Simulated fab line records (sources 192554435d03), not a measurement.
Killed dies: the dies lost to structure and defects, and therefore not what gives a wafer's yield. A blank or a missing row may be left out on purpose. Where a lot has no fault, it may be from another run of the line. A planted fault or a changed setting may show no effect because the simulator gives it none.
fab line records | flow n5Finfet
record lots=11 | wafers=33 | lastDay=17
route steps=1938 shown BEOL_M10@1535 BEOL_M11@1537
lots with no fault: from the same line, run without faults
startH: the number of hours between the record's first day and the start of the first shown wafer of the lot | waitH: time in hours since the lot's previous step | " same as the row above | L1.1+2: a single row standing in for several wafers | - no value present, or no start provided | * or withheld: withheld | < > ~ a bound
route shown NAME@n: a module of which the file shows steps, and the number in the route of the first | usual: mean and standard deviation over wafers with no fault | same: alike in all rows | chamber/n: place in a boat | sites: readings site by site | _std_site: standard deviation of those values | _edge_site: outer sites' mean less inner sites' | radiusMm: how far each site lies from the wafer's centre | mask NAME#n: copy n | behind: the tool/chamber that last shaped the wafer | hold: why the lot was held/for how many hours/how that ended | device: which transistor (n, p or np) failed to switch | end of line: the same wafers' tests at the end of the route | a step given without rows: its recipe and nothing more | killed: at the first sort, the dies lost to defects and structure; wafer yield is something else | map: the dies of a wafer, with x for killed, . for not killed, _ for no die there
set.NAME: the setting the step ran with; set.NAME@STEP: the setting that earlier step ran with | model.NAME: the simulator's own value behind a step, which no gauge read
route steps across a sampled set of lots; one table per step, one row per wafer
services: when a tool's chamber went out of use (startH, in hours from the record's first day, below 0 if earlier), for how many hours, and the reason
## steps
# step N5_BEOL_M10_INSPECT_58
# recipe inspectInstrument=darkfield | mode=postDep
# usual rawDefectCount=74/24
lot.wafer | tool             | chamber | startH | waitH | rawDefectCount
L197.2    | defectInspect-01 | -       | 216.42 | 0.0   | 47
L197.3    | "                | -       | "      | "     | 40
L197.4    | "                | -       | "      | "     | 30
L199.3    | defectInspect-02 | -       | 221.72 | 0.0   | 71
L199.4    | "                | -       | "      | "     | 65
L199.6    | "                | -       | "      | "     | 90
L201.1    | defectInspect-01 | -       | 247.46 | 0.0   | 67
L201.5    | "                | -       | "      | "     | 86
L201.6    | "                | -       | "      | "     | 125
L203.4    | defectInspect-01 | -       | 268.17 | 0.0   | 85
L203.5    | "                | -       | "      | "     | 96
L203.6    | "                | -       | "      | "     | 52
L206.1    | defectInspect-01 | -       | 271.04 | 0.0   | 42
L206.3    | "                | -       | "      | "     | 48
L206.5    | "                | -       | "      | "     | 63
L207.3    | defectInspect-01 | -       | 291.76 | 0.0   | 60
L207.4    | "                | -       | "      | "     | 49
L207.5    | "                | -       | "      | "     | 52
L211.2    | defectInspect-01 | -       | 303.82 | 0.0   | 82
L211.4    | "                | -       | "      | "     | 83
L211.6    | "                | -       | "      | "     | 51
L210.1    | defectInspect-01 | -       | 311.05 | 0.0   | 58
L210.4    | "                | -       | "      | "     | 46
L210.5    | "                | -       | "      | "     | 91
L214.1    | defectInspect-02 | -       | 326.37 | 0.0   | 87
L214.2    | "                | -       | "      | "     | 39
L214.6    | "                | -       | "      | "     | 54
L216.2    | defectInspect-01 | -       | 344.71 | 0.0   | 65
L216.4    | "                | -       | "      | "     | 104
L216.5    | "                | -       | "      | "     | 65
L220.1    | defectInspect-01 | -       | 356.43 | 0.0   | 79
L220.2    | "                | -       | "      | "     | 40
L220.6    | "                | -       | "      | "     | 88
# step N5_BEOL_M11_CURE_71
# recipe tempC=385 | timeS=240 | ambient=He/Ar | material=SiCOH_lowk
# usual lampPowerPct=52.31/0.054 | wafer_temp_C_max=386.9/0.5
lot.wafer | tool      | chamber | startH | waitH | lampPowerPct | wafer_temp_C_max
L197.2    | uvCure-02 | 2       | 217.04 | 0.5   | 52.22        | 386.1
L197.3    | "         | 2       | "      | "     | 52.31        | 386.4
L197.4    | "         | 2       | "      | "     | 52.22        | 386.3
L199.3    | uvCure-01 | 2       | 222.02 | 0.2   | 52.45        | 386.6
L199.4    | "         | 2       | "      | "     | 52.23        | 387.1
L199.6    | "         | 2       | "      | "     | 52.34        | 387.9
L201.1    | uvCure-01 | 2       | 247.58 | 0.0   | 52.35        | 387.4
L201.5    | "         | 2       | "      | "     | 52.25        | 386.9
L201.6    | "         | 2       | "      | "     | 52.22        | 387.5
L203.4    | uvCure-03 | 0       | 268.53 | 0.3   | 52.33        | 386.9
L203.5    | "         | 0       | "      | "     | 52.32        | 386.6
L203.6    | "         | 0       | "      | "     | 52.38        | 387.6
L206.1    | uvCure-01 | 0       | 271.15 | 0.0   | 52.36        | 386.2
L206.3    | "         | 0       | "      | "     | 52.27        | 386.4
L206.5    | "         | 0       | "      | "     | 52.39        | 387.1
L207.3    | uvCure-03 | 1       | 292.03 | 0.2   | 52.34        | 387.4
L207.4    | "         | 1       | "      | "     | 52.41        | 387.1
L207.5    | "         | 1       | "      | "     | 52.33        | 387.7
L211.2    | uvCure-02 | 1       | 304.01 | 0.1   | 52.40        | 387.3
L211.4    | "         | 1       | "      | "     | 52.38        | 387.5
L211.6    | "         | 1       | "      | "     | 52.31        | 387.5
L210.1    | uvCure-01 | 2       | 311.16 | 0.0   | 52.32        | 386.9
L210.4    | "         | 2       | "      | "     | 52.31        | 387.7
L210.5    | "         | 2       | "      | "     | 52.39        | 387.8
L214.1    | uvCure-03 | 2       | 326.48 | 0.0   | 52.36        | 386.8
L214.2    | "         | 2       | "      | "     | 52.33        | 386.6
L214.6    | "         | 2       | "      | "     | 52.21        | 386.3
L216.2    | uvCure-02 | 2       | 344.91 | 0.1   | 52.30        | 386.5
L216.4    | "         | 2       | "      | "     | 52.28        | 386.3
L216.5    | "         | 2       | "      | "     | 52.35        | 386.6
L220.1    | uvCure-01 | 1       | 356.54 | 0.0   | 52.33        | 386.3
L220.2    | "         | 1       | "      | "     | 52.30        | 386.6
L220.6    | "         | 1       | "      | "     | 52.27        | 386.3
# step N5_BEOL_M11_STRIP_67
# recipe chemistry=CF4 | resist=SiARC | powerW=300 | biasPowerW=75 | pressureMtorr=50 | cf4FlowSccm=150 | rfFrequencyHz=6e+07
# usual biasPowerW=75.00/0.2 | chamberPressureMTorr=50.00/0.049 | drypumpMotorCurrentA=5.8/0.5 | oesProductAu=0.78/0.065 | rfVppV=270.9/1.2 | showerheadPlenumPTorr=1.79/0.044 | throttleValvePct=13.53/0.22
lot.wafer | tool       | chamber | startH | waitH | biasPowerW | chamberPressureMTorr | drypumpMotorCurrentA | oesProductAu | rfHoursCounterH | rfVppV | showerheadPlenumPTorr | throttleValvePct
L197.2    | rieDiel-05 | 1       | 219.41 | 0.0   | 75.14      | 50.00                | 5.7                  | 0.73         | 173             | 273.7  | 1.85                  | 13.49
L197.3    | "          | 2       | "      | "     | 75.29      | 50.04                | 5.8                  | 0.80         | 111             | 273.1  | 1.82                  | 13.46
L197.4    | "          | 3       | "      | "     | 74.81      | 49.99                | 6.4                  | 0.81         | 97              | 270.5  | 1.76                  | 13.74
L199.3    | rieDiel-05 | 2       | 224.47 | 0.0   | 74.91      | 50.00                | 5.9                  | 0.80         | 113             | 272.2  | 1.82                  | 13.45
L199.4    | "          | 0       | "      | "     | 74.89      | 50.05                | 5.8                  | 0.71         | -               | 269.5  | 1.78                  | 13.74
L199.6    | "          | 2       | "      | "     | 75.06      | 49.99                | 5.9                  | 0.80         | -               | 272.4  | 1.82                  | 13.46
L201.1    | rieDiel-03 | 2       | 249.53 | 0.0   | 74.96      | 49.97                | 5.7                  | 0.70         | 246             | 272.0  | 1.85                  | 13.81
L201.5    | "          | 3       | "      | "     | 75.25      | 50.02                | 6.7                  | 0.79         | -               | 271.3  | 1.83                  | 13.51
L201.6    | "          | 2       | "      | "     | 75.38      | 50.05                | 5.7                  | 0.68         | -               | 270.8  | 1.85                  | 13.84
L203.4    | rieDiel-02 | 1       | 270.55 | 0.0   | 74.93      | 50.04                | 5.7                  | 0.78         | 117             | 269.6  | 1.72                  | 13.40
L203.5    | "          | 0       | "      | "     | 75.04      | 49.98                | 5.4                  | 0.84         | -               | 270.9  | 1.73                  | 13.00
L203.6    | "          | 3       | "      | "     | 74.80      | 49.95                | 5.4                  | 0.72         | -               | 270.9  | 1.76                  | 13.76
L206.1    | rieDiel-03 | 3       | 275.99 | 0.0   | 74.97      | 50.01                | 6.6                  | 0.78         | 117             | 270.6  | 1.82                  | 13.51
L206.3    | "          | 0       | "      | "     | 75.27      | 50.04                | 5.3                  | 0.81         | 107             | 269.8  | 1.73                  | 13.47
L206.5    | "          | 3       | "      | "     | 75.09      | 49.99                | 6.6                  | 0.78         | -               | 273.4  | 1.82                  | 13.52
L207.3    | rieDiel-02 | 2       | 294.13 | 0.0   | 75.01      | 50.12                | 6.4                  | 0.70         | 195             | 272.0  | 1.78                  | 13.86
L207.4    | "          | 1       | "      | "     | 75.16      | 49.97                | 5.7                  | 0.77         | 123             | 269.4  | 1.72                  | 13.45
L207.5    | "          | 3       | "      | "     | 74.86      | 50.02                | 5.4                  | 0.72         | -               | 270.3  | 1.76                  | 13.77
L211.2    | rieDiel-05 | 3       | 306.87 | 0.0   | 75.19      | 49.93                | 6.4                  | 0.77         | 124             | 268.6  | 1.75                  | 13.81
L211.4    | "          | 0       | "      | "     | 75.32      | 49.96                | 5.8                  | 0.94         | 4               | 271.0  | 1.77                  | 13.21
L211.6    | "          | 0       | "      | "     | 75.12      | 49.99                | 5.8                  | 0.94         | -               | 271.2  | 1.77                  | 13.22
L210.1    | rieDiel-03 | 2       | 313.82 | 0.0   | 75.21      | 49.95                | 5.7                  | 0.92         | 9               | 271.3  | 1.84                  | 13.27
L210.4    | "          | 2       | "      | "     | 75.14      | 49.92                | 5.7                  | 0.92         | -               | 270.3  | 1.84                  | 13.28
L210.5    | "          | 3       | "      | "     | 75.22      | 50.00                | 6.6                  | 0.77         | -               | 272.3  | 1.82                  | 13.54
L214.1    | rieDiel-05 | 3       | 327.91 | 0.0   | 74.76      | 49.99                | 6.4                  | 0.77         | 130             | 268.8  | 1.75                  | 13.82
L214.2    | "          | 1       | "      | "     | 74.80      | 49.96                | 5.7                  | 0.70         | 211             | 273.2  | 1.84                  | 13.58
L214.6    | "          | 1       | "      | "     | 74.95      | 50.07                | 5.6                  | 0.70         | -               | 270.8  | 1.84                  | 13.57
L216.2    | rieDiel-03 | 0       | 347.39 | 0.0   | 74.70      | 50.06                | 5.3                  | 0.78         | 134             | 268.8  | 1.73                  | 13.54
L216.4    | "          | 3       | "      | "     | 75.22      | 49.96                | 6.7                  | 0.76         | 134             | 271.4  | 1.82                  | 13.55
L216.5    | "          | 2       | "      | "     | 74.66      | 49.93                | 5.7                  | 0.90         | -               | 271.2  | 1.84                  | 13.31
L220.1    | rieDiel-03 | 2       | 360.34 | 0.0   | 75.32      | 50.06                | 5.7                  | 0.89         | 25              | 270.7  | 1.84                  | 13.32
L220.2    | "          | 0       | "      | "     | 74.71      | 50.03                | 5.3                  | 0.77         | 138             | 271.7  | 1.72                  | 13.53
L220.6    | "          | 3       | "      | "     | 74.67      | 49.99                | 6.7                  | 0.77         | -               | 271.5  | 1.82                  | 13.58
# step N5_BEOL_M11_COAT_63
# recipe resist=SOC | tempC=250 | timeS=60 | spinRpm=1500 | resistThkNm=100
# usual heaterPowerTotalW=500.6/1.8 | plateTempC=249.98/0.19
lot.wafer | tool          | chamber | startH | waitH | heaterPowerTotalW | plateTempC
L197.2    | lithoTrack-04 | 0       | 222.18 | 2.6   | 502.9             | 249.98
L197.3    | "             | 0       | "      | "     | 502.1             | 249.97
L197.4    | "             | 0       | "      | "     | 499.3             | 249.97
L199.3    | lithoTrack-03 | 0       | 225.12 | 0.4   | 498.2             | 250.08
L199.4    | "             | 0       | "      | "     | 501.9             | 250.08
L199.6    | "             | 0       | "      | "     | 498.9             | 249.93
L201.1    | lithoTrack-03 | 0       | 250.15 | 0.1   | 501.6             | 249.74
L201.5    | "             | 0       | "      | "     | 500.3             | 249.70
L201.6    | "             | 0       | "      | "     | 497.9             | 249.89
L203.4    | lithoTrack-03 | 0       | 274.04 | 3.3   | 500.4             | 249.99
L203.5    | "             | 0       | "      | "     | 497.3             | 249.93
L203.6    | "             | 0       | "      | "     | 503.1             | 250.07
L206.1    | lithoTrack-02 | 0       | 277.37 | 1.1   | 502.3             | 250.15
L206.3    | "             | 0       | "      | "     | 499.3             | 249.95
L206.5    | "             | 0       | "      | "     | 499.6             | 249.68
L207.3    | lithoTrack-02 | 0       | 294.39 | 0.0   | 497.8             | 250.20
L207.4    | "             | 0       | "      | "     | 497.5             | 249.69
L207.5    | "             | 0       | "      | "     | 501.2             | 250.06
L211.2    | lithoTrack-04 | 0       | 307.83 | 0.7   | 502.3             | 249.96
L211.4    | "             | 0       | "      | "     | 501.7             | 250.05
L211.6    | "             | 0       | "      | "     | 499.0             | 250.08
L210.1    | lithoTrack-04 | 0       | 317.78 | 3.7   | 499.4             | 250.04
L210.4    | "             | 0       | "      | "     | 503.2             | 249.86
L210.5    | "             | 0       | "      | "     | 503.3             | 249.88
L214.1    | lithoTrack-03 | 0       | 329.47 | 1.3   | 520.2             | 259.14
L214.2    | "             | 0       | "      | "     | 527.0             | 259.04
L214.6    | "             | 0       | "      | "     | 521.9             | 258.72
L216.2    | lithoTrack-03 | 0       | 348.64 | 1.0   | 519.6             | 259.00
L216.4    | "             | 0       | "      | "     | 525.8             | 259.08
L216.5    | "             | 0       | "      | "     | 520.2             | 259.09
L220.1    | lithoTrack-02 | 0       | 360.62 | 0.1   | 498.9             | 249.92
L220.2    | "             | 0       | "      | "     | 502.4             | 249.96
L220.6    | "             | 0       | "      | "     | 500.3             | 250.10
## services
tool       | chamber | startH | hours | kind
uvCure-02  | -       | 199.89 | 2.8   | pm
uvCure-01  | -       | 232.86 | 7.5   | pm
rieDiel-02 | -       | 249.58 | 2.8   | pm
uvCure-03  | -       | 256.48 | 1.0   | pm
rieDiel-03 | 2       | 261.75 | -     | clean
rieDiel-03 | 2       | 261.75 | -     | consumableReplace:focusRing
rieDiel-03 | 2       | 261.75 | 24.2  | scheduledDown
rieDiel-03 | 2       | 261.75 | 24.2  | ventCycle
rieDiel-05 | 0       | 269.66 | -     | clean
rieDiel-05 | 0       | 269.66 | -     | consumableReplace:focusRing
rieDiel-05 | 0       | 269.66 | 24.8  | scheduledDown
rieDiel-05 | 0       | 269.66 | 24.8  | ventCycle
uvCure-01  | -       | 277.48 | 14.6  | pm
uvCure-02  | -       | 302.00 | 1.9   | repair
uvCure-02  | -       | 337.49 | 2.1   | pm
rieDiel-05 | 2       | 348.81 | 20.3  | repair
## key
firstSign step=N5_BEOL_M11_COAT_63 | reading=plateTempC | direction=up | sigmas=47 | usual=* | struck=*
effect step=N5_BEOL_M11_COAT_63 | reading=heaterPowerTotalW | direction=up | sigmas=12 | usual=* | struck=*
metAt N5_BEOL_M11_COAT_63
struckLots L214,L216
notActingAt N5_BEOL_M10_INSPECT_58,N5_BEOL_M11_CURE_71,N5_BEOL_M11_STRIP_67
onsetBetween 274.04 329.47
fault kind=processParameterDrift | tool=lithoTrack-03 | chamber=- | onsetH=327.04 | steps=N5_BEOL_M11_COAT_63 | channel=tempC | offset=* | shape=step | endH=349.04 | actsIn=* | stated=*
